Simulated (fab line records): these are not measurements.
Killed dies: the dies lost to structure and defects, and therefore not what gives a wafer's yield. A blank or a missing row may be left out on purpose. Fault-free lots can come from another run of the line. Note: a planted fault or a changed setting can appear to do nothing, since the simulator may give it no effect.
fab line records / flow n5-finfet / part 2 of 2: steps 18 to 23 of 23
[record] lots = 5 wafers = 15 last-day = 16
route steps=1938 shown FIN_SAQP@117
lots with no fault: from the same line, run without faults
start-h: hours from the record's first day to the start of the lot's first wafer shown / wait-h: how many hours have passed since the lot's step before this one / " unchanged from the row above / L1.1+2: one row covering several wafers at once / - no value, or no start given / * or withheld: withheld / < > ~ a bound
route shown NAME@n: a module of which the file shows steps, and the number in the route of the first / usual: mean/standard deviation taken from wafers without a fault / same: alike in all rows / chamber/n: place in a boat / sites: the reading at each site / _std_site: the values' standard deviation / _edge_site: outer sites' mean less inner sites' / radius-mm: for every site, how far away it sits from the centre of the wafer / mask NAME#n: copy n / behind: the most recent tool/chamber to have shaped the wafer / hold: why the lot went on hold/how many hours it stayed there/how the hold came to an end / device: whichever transistor did not switch (one of n, p or np) / end of line: tests run on the same wafers once the route is complete / where a step has no rows: the recipe by itself / killed: dies that structure and defects cost at the first sort, which is not the same as the wafer's yield / map: a wafer's dies, marking killed ones x, the rest . and places with no die _
set.NAME: setting as actually run; set.NAME@STEP: the setting as run at that earlier step / model.NAME: the simulator's own value behind a step, which no gauge read
certain route steps with their lots: each step a table, each wafer a row
services: a tool's chamber out of use, with start hour (start-h, from the record's first day; less than 0 if before it), hours out, and reason
[[steps]]
[step N5_FIN_SAQP_ETCH_69]
[recipe] chemistry = N2/H2 target = SOC target-depth-a = 1500 stop-on = SiNx ion-energy-ev = 100 bias-w = 61 pressure-mtorr = 30 source-w = 850 n2-flow-sccm = 200 h2-flow-sccm = 200
[usual] drypump-motor-current-A = 5.8/0.56 h2-flow-sccm = 200.1/0.57 oes-product-au = 0.77/0.085 rf-vpp-V = 241.4/1.4 showerhead-plenum-p-Torr = 2.59/0.095 throttle-valve-pct = 17.77/0.21
lot.wafer=L077.2 tool=rie-diel-06 chamber=2 start-h=43.06 wait-h=- drypump-motor-current-A=6.3 h2-flow-sccm=200.8 oes-product-au=0.72 rf-hours-counter-h=194 rf-vpp-V=241.7 showerhead-plenum-p-Torr=2.54 throttle-valve-pct=17.98
lot.wafer=L077.4 tool=rie-diel-06 chamber=1 start-h=43.06 wait-h=- drypump-motor-current-A=6.6 h2-flow-sccm=199.7 oes-product-au=0.75 rf-hours-counter-h=155 rf-vpp-V=243.4 showerhead-plenum-p-Torr=2.64 throttle-valve-pct=17.67
lot.wafer=L077.5 tool=rie-diel-06 chamber=2 start-h=43.06 wait-h=- drypump-motor-current-A=6.3 h2-flow-sccm=200.6 oes-product-au=0.72 rf-hours-counter-h=- rf-vpp-V=239.8 showerhead-plenum-p-Torr=2.54 throttle-valve-pct=18.01
lot.wafer=L078.1 tool=rie-diel-03 chamber=3 start-h=49.71 wait-h=- drypump-motor-current-A=5.9 h2-flow-sccm=199.8 oes-product-au=0.85 rf-hours-counter-h=56 rf-vpp-V=240.2 showerhead-plenum-p-Torr=2.46 throttle-valve-pct=17.56
lot.wafer=L078.3 tool=rie-diel-03 chamber=1 start-h=49.71 wait-h=- drypump-motor-current-A=5.5 h2-flow-sccm=198.8 oes-product-au=0.75 rf-hours-counter-h=137 rf-vpp-V=241.9 showerhead-plenum-p-Torr=2.65 throttle-valve-pct=17.80
lot.wafer=L078.6 tool=rie-diel-03 chamber=2 start-h=49.71 wait-h=- drypump-motor-current-A=5.0 h2-flow-sccm=200.4 oes-product-au=0.87 rf-hours-counter-h=- rf-vpp-V=241.7 showerhead-plenum-p-Torr=2.61 throttle-valve-pct=18.09
lot.wafer=L082.2 tool=rie-diel-01 chamber=2 start-h=72.16 wait-h=- drypump-motor-current-A=5.2 h2-flow-sccm=200.8 oes-product-au=0.91 rf-hours-counter-h=16 rf-vpp-V=243.5 showerhead-plenum-p-Torr=2.73 throttle-valve-pct=17.65
lot.wafer=L082.4 tool=rie-diel-01 chamber=2 start-h=72.16 wait-h=- drypump-motor-current-A=5.2 h2-flow-sccm=200.1 oes-product-au=0.91 rf-hours-counter-h=- rf-vpp-V=243.6 showerhead-plenum-p-Torr=2.73 throttle-valve-pct=17.64
lot.wafer=L082.6 tool=rie-diel-01 chamber=0 start-h=72.16 wait-h=- drypump-motor-current-A=6.3 h2-flow-sccm=199.9 oes-product-au=0.79 rf-hours-counter-h=- rf-vpp-V=242.1 showerhead-plenum-p-Torr=2.67 throttle-valve-pct=17.53
lot.wafer=L085.1 tool=rie-diel-03 chamber=3 start-h=91.16 wait-h=- drypump-motor-current-A=6.0 h2-flow-sccm=200.9 oes-product-au=0.83 rf-hours-counter-h=73 rf-vpp-V=240.4 showerhead-plenum-p-Torr=2.45 throttle-valve-pct=17.58
lot.wafer=L085.2 tool=rie-diel-03 chamber=0 start-h=91.16 wait-h=- drypump-motor-current-A=5.2 h2-flow-sccm=199.9 oes-product-au=0.95 rf-hours-counter-h=3 rf-vpp-V=240.6 showerhead-plenum-p-Torr=2.60 throttle-valve-pct=17.47
lot.wafer=L085.4 tool=rie-diel-03 chamber=2 start-h=91.16 wait-h=- drypump-motor-current-A=5.0 h2-flow-sccm=200.4 oes-product-au=0.85 rf-hours-counter-h=43 rf-vpp-V=242.1 showerhead-plenum-p-Torr=2.60 throttle-valve-pct=18.12
lot.wafer=L088.2 tool=rie-diel-01 chamber=1 start-h=109.64 wait-h=- drypump-motor-current-A=5.7 h2-flow-sccm=200.1 oes-product-au=0.67 rf-hours-counter-h=226 rf-vpp-V=239.0 showerhead-plenum-p-Torr=2.39 throttle-valve-pct=17.46
lot.wafer=L088.3 tool=rie-diel-01 chamber=3 start-h=109.64 wait-h=- drypump-motor-current-A=6.6 h2-flow-sccm=200.4 oes-product-au=0.71 rf-hours-counter-h=231 rf-vpp-V=240.0 showerhead-plenum-p-Torr=2.62 throttle-valve-pct=17.95
lot.wafer=L088.6 tool=rie-diel-01 chamber=1 start-h=109.64 wait-h=- drypump-motor-current-A=5.8 h2-flow-sccm=200.7 oes-product-au=0.67 rf-hours-counter-h=- rf-vpp-V=238.4 showerhead-plenum-p-Torr=2.39 throttle-valve-pct=17.48
[step N5_FIN_SAQP_ETCH_67]
[recipe] chemistry = CH3F/O2 target = SiNx target-depth-a = 300 mask-material = SOC pressure-mtorr = 30 source-w = 395 bias-w = 73 Ar_flow_sccm = 150 CH3F_flow_sccm = 30 O2_flow_sccm = 20 ion-energy-ev = 120
[usual] drypump-motor-current-A = 5.8/0.55 oes-product-au = 0.78/0.09 rf-vpp-V = 298/6.2 showerhead-plenum-p-Torr = 2.04/0.065 throttle-valve-pct = 16.33/0.17
lot.wafer=L077.2 tool=rie-diel-06 chamber=2 start-h=43.12 wait-h=0.0 drypump-motor-current-A=6.3 oes-product-au=0.72 rf-hours-counter-h=194 rf-vpp-V=291 showerhead-plenum-p-Torr=1.98 throttle-valve-pct=16.40
lot.wafer=L077.4 tool=rie-diel-06 chamber=1 start-h=43.12 wait-h=0.0 drypump-motor-current-A=6.6 oes-product-au=0.77 rf-hours-counter-h=155 rf-vpp-V=308 showerhead-plenum-p-Torr=2.09 throttle-valve-pct=16.36
lot.wafer=L077.5 tool=rie-diel-06 chamber=2 start-h=43.12 wait-h=0.0 drypump-motor-current-A=6.3 oes-product-au=0.72 rf-hours-counter-h=- rf-vpp-V=289 showerhead-plenum-p-Torr=1.98 throttle-valve-pct=16.37
lot.wafer=L078.1 tool=rie-diel-03 chamber=3 start-h=49.77 wait-h=0.0 drypump-motor-current-A=6.0 oes-product-au=0.88 rf-hours-counter-h=56 rf-vpp-V=294 showerhead-plenum-p-Torr=1.96 throttle-valve-pct=16.36
lot.wafer=L078.3 tool=rie-diel-03 chamber=1 start-h=49.77 wait-h=0.0 drypump-motor-current-A=5.5 oes-product-au=0.77 rf-hours-counter-h=137 rf-vpp-V=298 showerhead-plenum-p-Torr=2.07 throttle-valve-pct=16.27
lot.wafer=L078.6 tool=rie-diel-03 chamber=2 start-h=49.77 wait-h=0.0 drypump-motor-current-A=5.0 oes-product-au=0.90 rf-hours-counter-h=- rf-vpp-V=291 showerhead-plenum-p-Torr=2.06 throttle-valve-pct=16.53
lot.wafer=L082.2 tool=rie-diel-01 chamber=2 start-h=72.22 wait-h=0.0 drypump-motor-current-A=5.2 oes-product-au=0.93 rf-hours-counter-h=16 rf-vpp-V=300 showerhead-plenum-p-Torr=2.13 throttle-valve-pct=16.04
lot.wafer=L082.4 tool=rie-diel-01 chamber=2 start-h=72.22 wait-h=0.0 drypump-motor-current-A=5.2 oes-product-au=0.93 rf-hours-counter-h=- rf-vpp-V=299 showerhead-plenum-p-Torr=2.13 throttle-valve-pct=16.05
lot.wafer=L082.6 tool=rie-diel-01 chamber=0 start-h=72.22 wait-h=0.0 drypump-motor-current-A=6.3 oes-product-au=0.79 rf-hours-counter-h=- rf-vpp-V=298 showerhead-plenum-p-Torr=2.10 throttle-valve-pct=16.17
lot.wafer=L085.1 tool=rie-diel-03 chamber=3 start-h=91.22 wait-h=0.0 drypump-motor-current-A=5.9 oes-product-au=0.85 rf-hours-counter-h=73 rf-vpp-V=293 showerhead-plenum-p-Torr=1.95 throttle-valve-pct=16.40
lot.wafer=L085.2 tool=rie-diel-03 chamber=0 start-h=91.22 wait-h=0.0 drypump-motor-current-A=5.2 oes-product-au=0.98 rf-hours-counter-h=3 rf-vpp-V=302 showerhead-plenum-p-Torr=2.03 throttle-valve-pct=15.94
lot.wafer=L085.4 tool=rie-diel-03 chamber=2 start-h=91.22 wait-h=0.0 drypump-motor-current-A=5.0 oes-product-au=0.86 rf-hours-counter-h=43 rf-vpp-V=292 showerhead-plenum-p-Torr=2.05 throttle-valve-pct=16.55
lot.wafer=L088.2 tool=rie-diel-01 chamber=1 start-h=109.70 wait-h=0.0 drypump-motor-current-A=5.7 oes-product-au=0.67 rf-hours-counter-h=226 rf-vpp-V=288 showerhead-plenum-p-Torr=1.91 throttle-valve-pct=16.34
lot.wafer=L088.3 tool=rie-diel-01 chamber=3 start-h=109.70 wait-h=0.0 drypump-motor-current-A=6.6 oes-product-au=0.71 rf-hours-counter-h=231 rf-vpp-V=303 showerhead-plenum-p-Torr=2.05 throttle-valve-pct=16.45
lot.wafer=L088.6 tool=rie-diel-01 chamber=1 start-h=109.70 wait-h=0.0 drypump-motor-current-A=5.7 oes-product-au=0.67 rf-hours-counter-h=- rf-vpp-V=286 showerhead-plenum-p-Torr=1.91 throttle-valve-pct=16.35
[step N5_FIN_SAQP_STRIP_70]
[recipe] chemistry = N2/H2 power-w = 500 temp-c = 40 pressure-mtorr = 50 rf-frequency-hz = 6e+07 overash-fraction = 0.3 bias-power-w = 28 h2-frac = 0.5 n2-flow-sccm = 300 h2-flow-sccm = 300
[usual] drypump-motor-current-A = 5.8/0.55 h2-flow-sccm = 300.0/0.87 oes-product-au = 0.78/0.089 rf-vpp-V = 122.1/1.1 showerhead-plenum-p-Torr = 3.42/0.12 throttle-valve-pct = 18.9/0.41
[same] overash-fraction = 0.3
lot.wafer=L077.2 tool=rie-diel-06 chamber=2 start-h=43.16 wait-h=0.0 drypump-motor-current-A=6.3 h2-flow-sccm=300.1 oes-product-au=0.73 rf-hours-counter-h=194 rf-vpp-V=121.5 showerhead-plenum-p-Torr=3.35 throttle-valve-pct=19.4
lot.wafer=L077.4 tool=rie-diel-06 chamber=1 start-h=43.16 wait-h=0.0 drypump-motor-current-A=6.6 h2-flow-sccm=299.4 oes-product-au=0.76 rf-hours-counter-h=155 rf-vpp-V=121.5 showerhead-plenum-p-Torr=3.48 throttle-valve-pct=18.5
lot.wafer=L077.5 tool=rie-diel-06 chamber=2 start-h=43.16 wait-h=0.0 drypump-motor-current-A=6.3 h2-flow-sccm=298.7 oes-product-au=0.73 rf-hours-counter-h=- rf-vpp-V=121.5 showerhead-plenum-p-Torr=3.35 throttle-valve-pct=19.3
lot.wafer=L078.1 tool=rie-diel-03 chamber=3 start-h=49.81 wait-h=0.0 drypump-motor-current-A=6.0 h2-flow-sccm=302.1 oes-product-au=0.87 rf-hours-counter-h=56 rf-vpp-V=121.0 showerhead-plenum-p-Torr=3.25 throttle-valve-pct=18.4
lot.wafer=L078.3 tool=rie-diel-03 chamber=1 start-h=49.81 wait-h=0.0 drypump-motor-current-A=5.5 h2-flow-sccm=300.7 oes-product-au=0.75 rf-hours-counter-h=137 rf-vpp-V=123.3 showerhead-plenum-p-Torr=3.50 throttle-valve-pct=19.0
lot.wafer=L078.6 tool=rie-diel-03 chamber=2 start-h=49.81 wait-h=0.0 drypump-motor-current-A=5.0 h2-flow-sccm=300.8 oes-product-au=0.89 rf-hours-counter-h=- rf-vpp-V=122.0 showerhead-plenum-p-Torr=3.44 throttle-valve-pct=19.7
lot.wafer=L082.2 tool=rie-diel-01 chamber=2 start-h=72.26 wait-h=0.0 drypump-motor-current-A=5.2 h2-flow-sccm=299.4 oes-product-au=0.93 rf-hours-counter-h=16 rf-vpp-V=123.2 showerhead-plenum-p-Torr=3.60 throttle-valve-pct=18.8
lot.wafer=L082.4 tool=rie-diel-01 chamber=2 start-h=72.26 wait-h=0.0 drypump-motor-current-A=5.2 h2-flow-sccm=299.4 oes-product-au=0.93 rf-hours-counter-h=- rf-vpp-V=122.6 showerhead-plenum-p-Torr=3.60 throttle-valve-pct=18.8
lot.wafer=L082.6 tool=rie-diel-01 chamber=0 start-h=72.26 wait-h=0.0 drypump-motor-current-A=6.3 h2-flow-sccm=301.2 oes-product-au=0.81 rf-hours-counter-h=- rf-vpp-V=123.3 showerhead-plenum-p-Torr=3.52 throttle-valve-pct=18.4
lot.wafer=L085.1 tool=rie-diel-03 chamber=3 start-h=91.26 wait-h=0.0 drypump-motor-current-A=5.9 h2-flow-sccm=300.9 oes-product-au=0.85 rf-hours-counter-h=73 rf-vpp-V=120.8 showerhead-plenum-p-Torr=3.24 throttle-valve-pct=18.4
lot.wafer=L085.2 tool=rie-diel-03 chamber=0 start-h=91.26 wait-h=0.0 drypump-motor-current-A=5.2 h2-flow-sccm=299.5 oes-product-au=0.97 rf-hours-counter-h=3 rf-vpp-V=122.9 showerhead-plenum-p-Torr=3.43 throttle-valve-pct=18.4
lot.wafer=L085.4 tool=rie-diel-03 chamber=2 start-h=91.26 wait-h=0.0 drypump-motor-current-A=5.0 h2-flow-sccm=300.2 oes-product-au=0.87 rf-hours-counter-h=43 rf-vpp-V=120.9 showerhead-plenum-p-Torr=3.43 throttle-valve-pct=19.7
lot.wafer=L088.2 tool=rie-diel-01 chamber=1 start-h=109.74 wait-h=0.0 drypump-motor-current-A=5.8 h2-flow-sccm=298.6 oes-product-au=0.68 rf-hours-counter-h=226 rf-vpp-V=123.1 showerhead-plenum-p-Torr=3.16 throttle-valve-pct=18.3
lot.wafer=L088.3 tool=rie-diel-01 chamber=3 start-h=109.74 wait-h=0.0 drypump-motor-current-A=6.6 h2-flow-sccm=298.9 oes-product-au=0.71 rf-hours-counter-h=231 rf-vpp-V=123.8 showerhead-plenum-p-Torr=3.45 throttle-valve-pct=19.0
lot.wafer=L088.6 tool=rie-diel-01 chamber=1 start-h=109.74 wait-h=0.0 drypump-motor-current-A=5.8 h2-flow-sccm=300.3 oes-product-au=0.68 rf-hours-counter-h=- rf-vpp-V=123.1 showerhead-plenum-p-Torr=3.16 throttle-valve-pct=18.3
[step N5_FIN_SAQP_RECESS_71]
[recipe] chemistry = HF/NH3 target = SiO2 target-depth-a = 30 afs-cycles = 1 temp-c = 30 sublimation-temp-c = 180 sublimation-time-s = 60
[usual] drypump-motor-current-A = 5.7/0.53
lot.wafer=L077.2 tool=vapor-etch-01 chamber=0 start-h=43.22 wait-h=0.0 drypump-motor-current-A=5.1
lot.wafer=L077.4 tool=vapor-etch-01 chamber=1 start-h=43.22 wait-h=0.0 drypump-motor-current-A=6.2
lot.wafer=L077.5 tool=vapor-etch-01 chamber=0 start-h=43.22 wait-h=0.0 drypump-motor-current-A=5.1
lot.wafer=L078.1 tool=vapor-etch-02 chamber=1 start-h=49.87 wait-h=0.0 drypump-motor-current-A=5.5
lot.wafer=L078.3 tool=vapor-etch-02 chamber=1 start-h=49.87 wait-h=0.0 drypump-motor-current-A=5.5
lot.wafer=L078.6 tool=vapor-etch-02 chamber=1 start-h=49.87 wait-h=0.0 drypump-motor-current-A=5.5
lot.wafer=L082.2 tool=vapor-etch-02 chamber=0 start-h=72.32 wait-h=0.0 drypump-motor-current-A=6.3
lot.wafer=L082.4 tool=vapor-etch-02 chamber=0 start-h=72.32 wait-h=0.0 drypump-motor-current-A=6.3
lot.wafer=L082.6 tool=vapor-etch-02 chamber=1 start-h=72.32 wait-h=0.0 drypump-motor-current-A=5.5
lot.wafer=L085.1 tool=vapor-etch-01 chamber=1 start-h=91.32 wait-h=0.0 drypump-motor-current-A=6.2
lot.wafer=L085.2 tool=vapor-etch-01 chamber=0 start-h=91.32 wait-h=0.0 drypump-motor-current-A=5.1
lot.wafer=L085.4 tool=vapor-etch-01 chamber=0 start-h=91.32 wait-h=0.0 drypump-motor-current-A=5.1
lot.wafer=L088.2 tool=vapor-etch-01 chamber=1 start-h=109.91 wait-h=0.2 drypump-motor-current-A=6.2
lot.wafer=L088.3 tool=vapor-etch-01 chamber=0 start-h=109.91 wait-h=0.2 drypump-motor-current-A=5.1
lot.wafer=L088.6 tool=vapor-etch-01 chamber=1 start-h=109.91 wait-h=0.2 drypump-motor-current-A=6.2
[step N5_FIN_SAQP_SPACER2_ALD_28]
[recipe] material = SiO2 target-thk-a = 81 temp-c = 300 ald-precursor-family = BDEAS ald-co-reactant = O2-plasma pulse-time-s = 1 purge-time-s = 2 co-reactant-purge-time-s = 2 pressure-torr = 2
[usual] heater-power-w = 467/57 precursor-pulse-height-rel = 1.000/0.021
lot.wafer=L077.2 tool=ald-sin-04 chamber=1 start-h=43.37 wait-h=0.1 heater-power-w=562 precursor-pulse-height-rel=1.022
lot.wafer=L077.4 tool=ald-sin-04 chamber=2 start-h=43.37 wait-h=0.1 heater-power-w=537 precursor-pulse-height-rel=1.015
lot.wafer=L077.5 tool=ald-sin-04 chamber=1 start-h=43.37 wait-h=0.1 heater-power-w=577 precursor-pulse-height-rel=0.998
lot.wafer=L078.1 tool=ald-sin-04 chamber=1 start-h=50.02 wait-h=0.1 heater-power-w=575 precursor-pulse-height-rel=0.972
lot.wafer=L078.3 tool=ald-sin-04 chamber=0 start-h=50.02 wait-h=0.1 heater-power-w=435 precursor-pulse-height-rel=0.980
lot.wafer=L078.6 tool=ald-sin-04 chamber=0 start-h=50.02 wait-h=0.1 heater-power-w=427 precursor-pulse-height-rel=1.020
lot.wafer=L082.2 tool=ald-sin-02 chamber=2 start-h=73.44 wait-h=1.1 heater-power-w=422 precursor-pulse-height-rel=1.038
lot.wafer=L082.4 tool=ald-sin-02 chamber=1 start-h=73.44 wait-h=1.1 heater-power-w=463 precursor-pulse-height-rel=1.004
lot.wafer=L082.6 tool=ald-sin-02 chamber=1 start-h=73.44 wait-h=1.1 heater-power-w=448 precursor-pulse-height-rel=0.961
lot.wafer=L085.1 tool=ald-sin-04 chamber=1 start-h=92.39 wait-h=1.0 heater-power-w=571 precursor-pulse-height-rel=0.994
lot.wafer=L085.2 tool=ald-sin-04 chamber=3 start-h=92.39 wait-h=1.0 heater-power-w=440 precursor-pulse-height-rel=1.003
lot.wafer=L085.4 tool=ald-sin-04 chamber=2 start-h=92.39 wait-h=1.0 heater-power-w=558 precursor-pulse-height-rel=1.009
lot.wafer=L088.2 tool=ald-sin-04 chamber=3 start-h=110.05 wait-h=0.1 heater-power-w=456 precursor-pulse-height-rel=0.991
lot.wafer=L088.3 tool=ald-sin-04 chamber=2 start-h=110.05 wait-h=0.1 heater-power-w=540 precursor-pulse-height-rel=0.977
lot.wafer=L088.6 tool=ald-sin-04 chamber=2 start-h=110.05 wait-h=0.1 heater-power-w=564 precursor-pulse-height-rel=1.022
[step N5_FIN_SAQP_SPACER2_ETCHBACK_29]
[recipe] chemistry = CHF3/O2 mode = anisotropic-etchback target = SiO2 target-depth-a = 122 time-s = 6.1 pressure-mtorr = 30 source-w = 650 bias-w = 170 Ar_flow_sccm = 200 CHF3_flow_sccm = 50 O2_flow_sccm = 5 ion-energy-ev = 200
[usual] drypump-motor-current-A = 5.9/0.53 oes-product-au = 0.76/0.081 rf-vpp-V = 524/13 showerhead-plenum-p-Torr = 2.44/0.086 throttle-valve-pct = 18.88/0.15
lot.wafer=L077.2 tool=rie-diel-06 chamber=1 start-h=43.72 wait-h=0.2 drypump-motor-current-A=6.6 oes-product-au=0.77 rf-hours-counter-h=155 rf-vpp-V=544 showerhead-plenum-p-Torr=2.51 throttle-valve-pct=18.87
lot.wafer=L077.4 tool=rie-diel-06 chamber=0 start-h=43.72 wait-h=0.2 drypump-motor-current-A=5.7 oes-product-au=0.73 rf-hours-counter-h=174 rf-vpp-V=540 showerhead-plenum-p-Torr=2.51 throttle-valve-pct=18.89
lot.wafer=L077.5 tool=rie-diel-06 chamber=3 start-h=43.72 wait-h=0.2 drypump-motor-current-A=5.4 oes-product-au=0.71 rf-hours-counter-h=- rf-vpp-V=509 showerhead-plenum-p-Torr=2.29 throttle-valve-pct=19.03
lot.wafer=L078.1 tool=rie-diel-03 chamber=0 start-h=50.34 wait-h=0.2 drypump-motor-current-A=5.2 oes-product-au=0.66 rf-hours-counter-h=248 rf-vpp-V=530 showerhead-plenum-p-Torr=2.45 throttle-valve-pct=18.87
lot.wafer=L078.3 tool=rie-diel-03 chamber=1 start-h=50.34 wait-h=0.2 drypump-motor-current-A=5.4 oes-product-au=0.75 rf-hours-counter-h=137 rf-vpp-V=525 showerhead-plenum-p-Torr=2.49 throttle-valve-pct=18.80
lot.wafer=L078.6 tool=rie-diel-03 chamber=3 start-h=50.34 wait-h=0.2 drypump-motor-current-A=5.9 oes-product-au=0.88 rf-hours-counter-h=- rf-vpp-V=518 showerhead-plenum-p-Torr=2.37 throttle-valve-pct=18.94
lot.wafer=L082.2 tool=rie-diel-06 chamber=3 start-h=73.77 wait-h=0.2 drypump-motor-current-A=5.4 oes-product-au=0.69 rf-hours-counter-h=230 rf-vpp-V=509 showerhead-plenum-p-Torr=2.28 throttle-valve-pct=19.05
lot.wafer=L082.4 tool=rie-diel-06 chamber=2 start-h=73.77 wait-h=0.2 drypump-motor-current-A=6.3 oes-product-au=0.71 rf-hours-counter-h=206 rf-vpp-V=509 showerhead-plenum-p-Torr=2.39 throttle-valve-pct=18.93
lot.wafer=L082.6 tool=rie-diel-06 chamber=2 start-h=73.77 wait-h=0.2 drypump-motor-current-A=6.3 oes-product-au=0.72 rf-hours-counter-h=- rf-vpp-V=511 showerhead-plenum-p-Torr=2.39 throttle-valve-pct=18.92
lot.wafer=L085.1 tool=rie-diel-01 chamber=2 start-h=92.76 wait-h=0.2 drypump-motor-current-A=5.2 oes-product-au=0.92 rf-hours-counter-h=23 rf-vpp-V=527 showerhead-plenum-p-Torr=2.56 throttle-valve-pct=18.64
lot.wafer=L085.2 tool=rie-diel-01 chamber=3 start-h=92.76 wait-h=0.2 drypump-motor-current-A=6.6 oes-product-au=0.72 rf-hours-counter-h=225 rf-vpp-V=532 showerhead-plenum-p-Torr=2.47 throttle-valve-pct=18.93
lot.wafer=L085.4 tool=rie-diel-01 chamber=0 start-h=92.76 wait-h=0.2 drypump-motor-current-A=6.3 oes-product-au=0.79 rf-hours-counter-h=93 rf-vpp-V=525 showerhead-plenum-p-Torr=2.53 throttle-valve-pct=18.70
lot.wafer=L088.2 tool=rie-diel-03 chamber=0 start-h=110.38 wait-h=0.2 drypump-motor-current-A=5.2 oes-product-au=0.94 rf-hours-counter-h=10 rf-vpp-V=529 showerhead-plenum-p-Torr=2.44 throttle-valve-pct=18.51
lot.wafer=L088.3 tool=rie-diel-03 chamber=1 start-h=110.38 wait-h=0.2 drypump-motor-current-A=5.4 oes-product-au=0.74 rf-hours-counter-h=161 rf-vpp-V=526 showerhead-plenum-p-Torr=2.48 throttle-valve-pct=18.83
lot.wafer=L088.6 tool=rie-diel-03 chamber=2 start-h=110.38 wait-h=0.2 drypump-motor-current-A=5.0 oes-product-au=0.86 rf-hours-counter-h=- rf-vpp-V=514 showerhead-plenum-p-Torr=2.47 throttle-valve-pct=19.16
[[services]]
tool=litho-track-01 chamber=- start-h=24.65 hours=- kind=consumable-replace:filter
tool=rie-diel-03 chamber=1 start-h=26.25 hours=10.1 kind=repair
tool=wet-bench-02 chamber=- start-h=33.55 hours=7.3 kind=repair
tool=vapor-etch-02 chamber=- start-h=33.94 hours=0.8 kind=repair
tool=ald-sin-04 chamber=0 start-h=41.03 hours=6.2 kind=repair
tool=rie-si-01 chamber=- start-h=45.46 hours=0.5 kind=repair
tool=rie-si-06 chamber=0 start-h=46.11 hours=1.2 kind=repair
tool=rie-si-01 chamber=0 start-h=49.64 hours=3.3 kind=repair
tool=rie-diel-03 chamber=0 start-h=59.05 hours=- kind=clean
tool=rie-diel-03 chamber=0 start-h=59.05 hours=- kind=consumable-replace:focus-ring
tool=rie-diel-03 chamber=0 start-h=59.05 hours=20.3 kind=scheduled-down
tool=rie-diel-03 chamber=0 start-h=59.05 hours=20.3 kind=vent-cycle
tool=rie-diel-01 chamber=1 start-h=66.24 hours=16.2 kind=repair
tool=ald-sin-02 chamber=- start-h=85.26 hours=14.0 kind=pm
tool=ald-sin-02 chamber=0 start-h=85.26 hours=14.0 kind=vent-cycle
tool=ald-sin-02 chamber=1 start-h=85.26 hours=14.0 kind=vent-cycle
tool=ald-sin-02 chamber=2 start-h=85.26 hours=14.0 kind=vent-cycle
tool=ald-sin-02 chamber=3 start-h=85.26 hours=14.0 kind=vent-cycle
tool=rie-diel-06 chamber=0 start-h=95.43 hours=9.2 kind=repair
tool=rie-si-01 chamber=- start-h=95.57 hours=4.3 kind=pm
tool=ald-sin-04 chamber=3 start-h=97.85 hours=6.5 kind=repair
tool=ald-sin-02 chamber=0 start-h=99.26 hours=- kind=clean
tool=ald-sin-02 chamber=1 start-h=99.26 hours=- kind=clean
tool=rie-diel-01 chamber=0 start-h=107.19 hours=29.5 kind=repair
